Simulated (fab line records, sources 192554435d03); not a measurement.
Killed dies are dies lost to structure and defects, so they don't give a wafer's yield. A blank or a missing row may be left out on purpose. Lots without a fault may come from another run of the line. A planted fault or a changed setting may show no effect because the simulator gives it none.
fab line records | flow n5_finfet
record lots=11 wafers=33 last_day=17
route steps=1938 shown HKMG_FIN@403 PASSIVATION@1936
lots that met no fault: from a run of the same line without faults
start_h: hours from the record's first day to the start of the lot's first wafer shown | wait_h: hours since the lot's step before | " the same as in the row above | L1.1+2: a row that stands for several wafers | - no value, or no start given | * or withheld: withheld | < > ~ a bound
route shown NAME@n: a module of which the file shows steps, and the number in the route of the first | usual: mean/standard deviation of fault-free wafers | same: alike in all rows | chamber/n: place in a boat | sites: the reading at each site | _std_site: their standard deviation | _edge_site: outer sites' mean less inner sites' | radius_mm: how far each site lies from the wafer's centre | mask NAME#n: copy n | behind: the tool/chamber that last shaped the wafer | hold: why the lot was held/for how many hours/how that ended | device: the transistor (n, p or np) that didn't switch | end of line: the same wafers' tests at the end of the route | a step without rows: its recipe alone | killed: dies lost to structure and defects at the first sort, not the wafer's yield | map: a wafer's dies, x killed, . not, _ none there
set.NAME: the setting as run; set.NAME@STEP: as run at that earlier step | model.NAME: the simulator's own value behind a step, which no gauge read
steps of the route over a sample of lots; a table a step, a row a wafer
services: from which hour (start_h, from the record's first day; less than 0 if before it) a tool's chamber was out of use, for how many hours, and why
## steps
# step N5_HKMG_FIN_ETCH_55
# recipe chemistry=N2/H2 target=SOC target_depth_a=2400 temp_c=40 time_s=300 ion_energy_ev=200 mask_material=SiARC pressure_mtorr=30 source_w=840 bias_w=150 n2_flow_sccm=200 h2_flow_sccm=200
# usual drypump_motor_current_A=5.9/0.47 oes_product_au=0.74/0.079 rf_vpp_V=523.2/2.4 showerhead_plenum_p_Torr=2.52/0.075 throttle_valve_pct=17.81/0.26
# columns lot.wafer tool chamber start_h wait_h drypump_motor_current_A oes_product_au rf_hours_counter_h rf_vpp_V showerhead_plenum_p_Torr throttle_valve_pct
L318.1 rie_diel-05 1 72.52 0.0 5.0 0.74 158 524.9 2.54 17.65
L318.2 " 0 " " 5.9 0.71 203 520.5 2.43 17.78
L318.5 " 3 " " 6.1 0.71 - 527.6 2.62 17.53
L319.1 rie_diel-04 3 75.35 0.0 6.1 0.84 78 521.0 2.47 17.57
L319.2 " 2 " " 6.4 0.73 173 523.7 2.54 18.10
L319.3 " 1 " " 6.1 0.73 189 525.9 2.63 17.57
L320.1 rie_diel-04 3 87.16 0.0 6.1 0.84 82 522.5 2.47 17.58
L320.2 " 2 " " 6.4 0.73 176 524.6 2.54 18.10
L320.4 " 0 " " 6.6 0.71 184 525.2 2.63 17.59
L325.3 rie_diel-03 1 118.78 0.0 6.6 0.91 35 522.6 2.49 17.51
L325.4 " 3 " " 5.5 0.94 - 522.4 2.51 17.77
L325.5 " 0 " " 5.4 0.74 - 522.9 2.52 17.79
L327.2 rie_diel-03 3 127.08 0.0 5.5 0.93 22 523.6 2.50 17.77
L327.4 " 0 " " 5.4 0.73 171 522.6 2.52 17.80
L327.6 " 1 " " 6.6 0.91 - 522.4 2.49 17.52
L328.1 rie_diel-04 3 130.87 0.0 6.1 0.82 98 524.0 2.46 17.60
L328.2 " 2 " " 6.4 0.72 193 522.5 2.53 18.11
L328.6 " 2 " " 6.3 0.71 - 523.3 2.53 18.13
L333.1 rie_diel-05 0 162.73 0.0 5.9 0.68 234 520.6 2.42 17.85
L333.3 " 3 " " 6.1 0.69 225 524.5 2.61 17.58
L333.4 " 1 " " 5.0 0.71 189 523.1 2.53 17.71
L332.1 rie_diel-05 0 167.75 0.0 5.9 0.69 236 519.7 2.41 17.84
L332.4 " 3 " " 6.2 0.69 227 525.0 2.60 17.58
L332.5 " 3 " " 6.2 0.70 - 525.8 2.60 17.58
L337.1 rie_diel-05 0 189.19 0.0 5.9 0.68 239 520.0 2.41 17.84
L337.4 " 1 " " 5.0 0.72 194 522.3 2.53 17.72
L337.6 " 3 " " 6.1 0.69 - 525.8 2.60 17.60
L338.1 rie_diel-04 1 192.02 0.0 6.1 0.69 237 526.4 2.61 17.68
L338.2 " 3 " " 6.1 0.78 126 520.5 2.45 17.64
L338.6 " 3 " " 6.1 0.78 - 521.9 2.45 17.64
L341.1 rie_diel-05 1 213.06 0.0 5.0 0.70 203 523.1 2.52 17.74
L341.2 " 3 " " 6.1 0.69 238 526.2 2.60 17.61
L341.3 " 0 " " 5.8 0.67 248 520.5 2.41 17.87
# step N5_HKMG_FIN_WET_ETCH_78
# recipe chemistry=dNH4OH mix=1:50 temp_c=25 target=Al2O3 stop_on=La2O3 target_depth_nm=4.5 dry=ipa_marangoni rinse_time_s=30 rinse_temp_c=23
# columns lot.wafer tool chamber start_h wait_h
L318.1+2+5 wet_bench-03 3,4,0 73.72 0.0
L319.1+2+3 wet_bench-05 2,0,6 76.56 0.0
L320.1+2+4 wet_bench-05 5,1,3 88.36 0.0
L325.3+4+5 wet_bench-05 5,4,7 119.99 0.0
L327.2+4+6 wet_bench-05 2,7,4 128.29 0.0
L328.1+2+6 wet_bench-05 5,4,0 132.08 0.0
L333.1+3+4 wet_bench-04 7,2,6 163.94 0.0
L332.1+4+5 wet_bench-04 2,0,3 168.96 0.0
L337.1+4+6 wet_bench-04 1,2,4 190.40 0.0
L338.1+2+6 wet_bench-03 2,0,3 193.23 0.0
L341.1+2+3 wet_bench-03 3,4,5 214.26 0.0
# step N5_HKMG_FIN_INSPECT_14
# recipe mode=adi inspect_instrument=macro
# usual raw_defect_count=2.2/1.7
# columns lot.wafer tool chamber start_h wait_h raw_defect_count
L318.1 defect_inspect-01 - 75.77 0.0 1
L318.2 " - " " 2
L318.5 " - " " 3
L319.1 defect_inspect-02 - 78.64 0.0 1
L319.2 " - " " 4
L319.3 " - " " 2
L320.1 defect_inspect-02 - 90.38 0.0 1
L320.2 " - " " 0
L320.4 " - " " 2
L325.3 defect_inspect-01 - 122.04 0.0 >300
L325.4 " - " " >300
L325.5 " - " " >300
L327.2 defect_inspect-01 - 130.34 0.0 >300
L327.4 " - " " >300
L327.6 " - " " >300
L328.1 defect_inspect-02 - 134.06 0.0 >300
L328.2 " - " " >300
L328.6 " - " " >300
L333.1 defect_inspect-02 - 166.08 0.0 2
L333.3 " - " " 2
L333.4 " - " " 1
L332.1 defect_inspect-01 - 171.10 0.0 2
L332.4 " - " " 1
L332.5 " - " " 1
L337.1 defect_inspect-01 - 192.31 0.0 5
L337.4 " - " " 2
L337.6 " - " " 4
L338.1 defect_inspect-02 - 195.66 0.0 1
L338.2 " - " " 0
L338.6 " - " " 0
L341.1 defect_inspect-01 - 216.30 0.0 1
L341.2 " - " " 0
L341.3 " - " " 7
# step N5_HKMG_FIN_STRIP_88
# recipe chemistry=N2/H2 power_w=2500 temp_c=300 h2_frac=0.65 time_s=360 pressure_mtorr=withheld n2_flow_sccm=1750 h2_flow_sccm=3250
# usual drypump_motor_current_A=5.9/0.69 heater_power_w=446/28
# columns lot.wafer tool chamber start_h wait_h drypump_motor_current_A heater_power_w rf_hours_counter_h
L318.1 plasma_asher-02 0 77.50 0.0 6.7 463 87
L318.2 " 1 " " 5.2 433 87
L318.5 " 1 " " 5.2 432 -
L319.1 plasma_asher-02 1 80.41 0.0 5.2 432 87
L319.2 " 0 " " 6.7 461 87
L319.3 " 0 " " 6.7 477 -
L320.1 plasma_asher-02 1 92.04 0.0 5.2 432 88
L320.2 " 0 " " 6.7 452 88
L320.4 " 0 " " 6.7 462 -
L325.3 plasma_asher-02 1 123.84 0.1 5.2 437 -
L325.4 " 0 " " 6.7 459 -
L325.5 " 1 " " 5.2 441 -
L327.2 plasma_asher-02 1 131.95 0.0 5.3 431 97
L327.4 " 0 " " 6.7 455 -
L327.6 " 0 " " 6.7 452 -
L328.1 plasma_asher-02 1 135.66 0.0 5.2 433 98
L328.2 " 0 " " 6.7 468 98
L328.6 " 0 " " 6.7 448 -
L333.1 plasma_asher-02 1 167.71 0.1 5.2 430 104
L333.3 " 1 " " 5.2 441 -
L333.4 " 0 " " 6.7 443 -
L332.1 plasma_asher-02 1 172.84 0.0 5.2 434 105
L332.4 " 0 " " 6.7 470 -
L332.5 " 1 " " 5.2 434 -
L337.1 plasma_asher-01 0 193.94 0.0 5.3 390 57
L337.4 " 1 " " 5.7 508 -
L337.6 " 0 " " 5.3 389 -
L338.1 plasma_asher-02 1 197.42 0.0 5.2 445 110
L338.2 " 0 " " 6.7 465 110
L338.6 " 1 " " 5.2 429 -
L341.1 plasma_asher-02 1 217.91 0.0 5.3 441 114
L341.2 " 0 " " 6.7 451 114
L341.3 " 1 " " 5.3 439 -
# step N5_HKMG_FIN_NWFM_ALD_20
# recipe material=TiAlC target_thk_a=20 temp_c=300 ald_precursor_family=TiCl4 ald_co_reactant=TEA pulse_time_s=3 purge_time_s=2 co_reactant_purge_time_s=2 co_reactant_pulse_time_s=10 ald_cycles=7 pressure_torr=3
# usual chamber_pressure_Torr=3.001/0.0067 heater_power_w=483/40 precursor_pulse_height_rel=0.999/0.021
# same co_reactant_pulse_time_s=10 pulse_time_s=3
# columns lot.wafer tool chamber start_h wait_h chamber_pressure_Torr heater_power_w precursor_pulse_height_rel since_wet_clean_h
L318.1 ald_metal-04 3 77.88 0.3 2.986 460 0.983 5895
L318.2 " 0 " " 3.007 512 0.973 5895
L318.5 " 0 " " 3.008 522 1.001 -
L319.1 ald_metal-04 0 80.79 0.3 2.994 533 1.013 5898
L319.2 " 3 " " 3.006 463 1.018 5898
L319.3 " 1 " " 3.001 478 0.972 5898
L320.1 ald_metal-03 0 92.42 0.3 3.002 467 0.944 4371
L320.2 " 3 " " 3.001 476 1.013 4371
L320.4 " 2 " " 3.012 501 0.995 4371
L325.3 ald_metal-01 0 124.11 0.1 3.006 508 1.001 2864
L325.4 " 2 " " 3.000 457 1.019 2864
L325.5 " 1 " " 3.000 580 0.973 -
L327.2 ald_metal-03 1 132.34 0.3 3.005 493 1.008 4411
L327.4 " 0 " " 3.000 463 0.995 -
L327.6 " 2 " " 3.004 500 1.012 -
L328.1 ald_metal-03 2 136.04 0.3 2.995 505 1.043 4414
L328.2 " 0 " " 2.998 470 0.977 4414
L328.6 " 1 " " 3.001 495 1.016 -
L333.1 ald_metal-03 2 168.10 0.3 3.001 490 0.998 4446
L333.3 " 1 " " 2.993 483 1.053 4446
L333.4 " 2 " " 3.002 496 1.006 -
L332.1 ald_metal-04 3 173.22 0.3 3.011 456 1.018 5990
L332.4 " 1 " " 3.007 484 0.972 5990
L332.5 " 2 " " 3.003 418 1.027 -
L337.1 ald_metal-01 1 194.32 0.3 3.001 565 0.991 2934
L337.4 " 3 " " 2.996 460 0.985 -
L337.6 " 1 " " 2.999 576 1.008 -
L338.1 ald_metal-01 3 197.80 0.3 3.004 461 0.990 2938
L338.2 " 2 " " 3.002 465 1.001 2938
L338.6 " 3 " " 3.005 446 0.968 -
L341.1 ald_metal-03 1 218.30 0.3 2.994 494 1.011 4497
L341.2 " 2 " " 3.005 494 1.056 4497
L341.3 " 0 " " 2.997 468 0.988 4497
# step N5_PASSIVATION_PROBE_49
# usual killed_at_M0_to_M3=34/11 killed_at_M4_up=14/5.7 killed_at_contacts=14/6.9 killed_at_front_end=40/11 killed_at_other=4/3.1 killed_dies=105/17 killed_on_rim=14/4.1 killed_open=70/13 killed_short=34/7.6
# same gross_dies=1180 killed_at_back_side=0
# columns lot.wafer tool chamber start_h wait_h killed_at_M0_to_M3 killed_at_M4_up killed_at_contacts killed_at_front_end killed_at_other killed_dies killed_on_rim killed_open killed_short
L325.3 prober-01 - 313.49 0.1 30 13 18 113 1 175 26 67 28
L325.4 prober-01 - 313.54 0.2 31 14 14 126 2 187 31 55 35
L325.5 prober-01 - 313.59 0.2 19 17 9 170 6 221 17 51 37
L328.1 prober-01 - 329.17 0.0 31 11 14 106 0 162 25 60 27
L328.2 prober-01 - 329.22 0.1 34 12 9 104 2 161 27 56 19
L328.6 prober-01 - 329.42 0.3 31 13 8 160 3 215 26 75 27
L327.2 prober-02 - 331.62 0.1 41 17 32 162 5 257 20 110 26
L327.4 prober-02 - 331.72 0.2 31 13 28 171 3 246 19 72 41
L327.6 prober-02 - 331.82 0.3 34 13 10 134 7 198 34 77 26
# killed by level:class
L325.3 HKMG_FIN:unspecified=76 MOL_CONTACT_COAG:geometric_particle:open=13 BEOL_M0_SAQP:geometric_particle:short=7 FIN_SAQP:geometric_particle:open=6 BEOL_M3:geometric_particle:open=6 DUMMY_GATE:geometric_particle:open=5 ILD0:geometric_particle:open=5 STI_FIN_REVEAL:geometric_particle:open=4
L325.4 HKMG_FIN:unspecified=94 BEOL_M0_SAQP:geometric_particle:short=13 FIN_SAQP:geometric_particle:open=10 MOL_CONTACT_COAG:geometric_particle:open=8 BEOL_M3:geometric_particle:open=7 MOL_CONTACT_COAG:geometric_particle:short=5 ILD0:geometric_particle:open=5 BEOL_M0_SAQP:geometric_particle:open=5
L325.5 HKMG_FIN:unspecified=130 FIN_SAQP:geometric_particle:open=9 GATE_CUT:geometric_particle:open=8 GATE_CUT:geometric_particle:short=7 MOL_CONTACT_COAG:geometric_particle:open=6 BEOL_M4:geometric_particle:open=6 FIN_SAQP:geometric_particle:short=4 BEOL_M0_SAQP:geometric_particle:short=4
L328.1 HKMG_FIN:unspecified=73 STI_FIN_REVEAL:geometric_particle:open=12 MOL_CONTACT_COAG:geometric_particle:open=10 BEOL_M3:geometric_particle:open=9 BEOL_M0:geometric_particle:open=6 GATE_CUT:geometric_particle:short=4 MOL_CONTACT_COAG:geometric_particle:short=4 BEOL_M1:geometric_particle:open=4
L328.2 HKMG_FIN:unspecified=86 BEOL_M2:geometric_particle:open=14 MOL_CONTACT_COAG:geometric_particle:open=8 FIN_SAQP:geometric_particle:short=6 BEOL_M3:geometric_particle:open=6 BEOL_M0_SAQP:geometric_particle:open=5 BEOL_M4:geometric_particle:open=5 BEOL_M0_SAQP:geometric_particle:short=4
L328.6 HKMG_FIN:unspecified=109 BEOL_M2:geometric_particle:open=16 FIN_SAQP:geometric_particle:open=12 STI_FIN_REVEAL:geometric_particle:open=11 MOL_CONTACT_COAG:geometric_particle:open=7 BEOL_M0_SAQP:geometric_particle:short=5 BEOL_M3:geometric_particle:open=5 BEOL_M4:geometric_particle:open=5
L327.2 HKMG_FIN:unspecified=120 MOL_CONTACT_COAG:geometric_particle:open=28 FIN_SAQP:geometric_particle:open=14 BEOL_M1:geometric_particle:open=13 BEOL_M4:geometric_particle:open=10 BEOL_M2:geometric_particle:open=8 FIN_SAQP:geometric_particle:short=6 DUMMY_GATE:geometric_particle:open=6
L327.4 HKMG_FIN:unspecified=132 MOL_CONTACT_COAG:geometric_particle:open=21 BEOL_M2:geometric_particle:open=13 FIN_SAQP:geometric_particle:open=8 MOL_CONTACT_COAG:geometric_particle:short=7 FIN_SAQP:geometric_particle:short=6 DUMMY_GATE:geometric_particle:open=6 BEOL_M4:geometric_particle:open=4
L327.6 HKMG_FIN:unspecified=95 BEOL_M2:geometric_particle:open=15 BEOL_M1:geometric_particle:open=10 MOL_CONTACT_COAG:geometric_particle:open=8 STI_FIN_REVEAL:geometric_particle:open=6 DUMMY_GATE:geometric_particle:open=6 FIN_SAQP:geometric_particle:open=5 STI_FIN_REVEAL:geometric_particle:short=5
## services
# columns tool chamber start_h hours kind
plasma_asher-01 - 56.11 12.3 repair
plasma_asher-02 - 78.45 1.9 repair
ald_metal-04 - 84.85 1.1 repair
rie_diel-03 - 95.44 6.3 repair
rie_diel-04 1 111.29 4.4 repair
ald_metal-03 3 121.37 279.0 repair
rie_diel-04 0 137.60 42.6 repair
ald_metal-04 0 144.49 25.5 repair
rie_diel-05 - 172.74 15.6 pm
ald_metal-01 0 194.29 26.0 repair
plasma_asher-01 - 196.83 2.0 repair
rie_diel-05 2 209.68 - clean
rie_diel-05 2 209.68 - consumable_replace:focus_ring
rie_diel-05 2 209.68 - consumable_replace:showerhead
rie_diel-05 2 209.68 16.3 scheduled_down
rie_diel-05 2 209.68 16.3 vent_cycle
## key
first_sign step=N5_HKMG_FIN_INSPECT_14 reading=raw_defect_count direction=up sigmas=99+ usual=2.2 struck=>300
effect step=N5_PASSIVATION_PROBE_49 reading=killed_at_front_end direction=up sigmas=8.7 usual=40 struck=138
more_kills_born_at N5_HKMG_FIN_WET_ETCH_78@wet_bench-05=915
met_at N5_HKMG_FIN_WET_ETCH_78
struck_lots L325,L327,L328
tester_left_out L325,L327,L328
not_acting_at N5_HKMG_FIN_ETCH_55,N5_HKMG_FIN_STRIP_88,N5_HKMG_FIN_NWFM_ALD_20
onset_between 88.36 119.99
fault kind=chamber_particle_source tool=wet_bench-05 chamber=- onset_h=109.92 steps=N5_HKMG_FIN_WET_ETCH_78 rate_per_visit_cm2=0.94334 end_h=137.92
# tester_left_out: of these lots the tester's yield and bins aren't shown, on N5 and GAA mostly nor the transistor test; their killed dies are dies lost to structure and defects alone, not to doping, threshold or leakage, so they don't give the yield
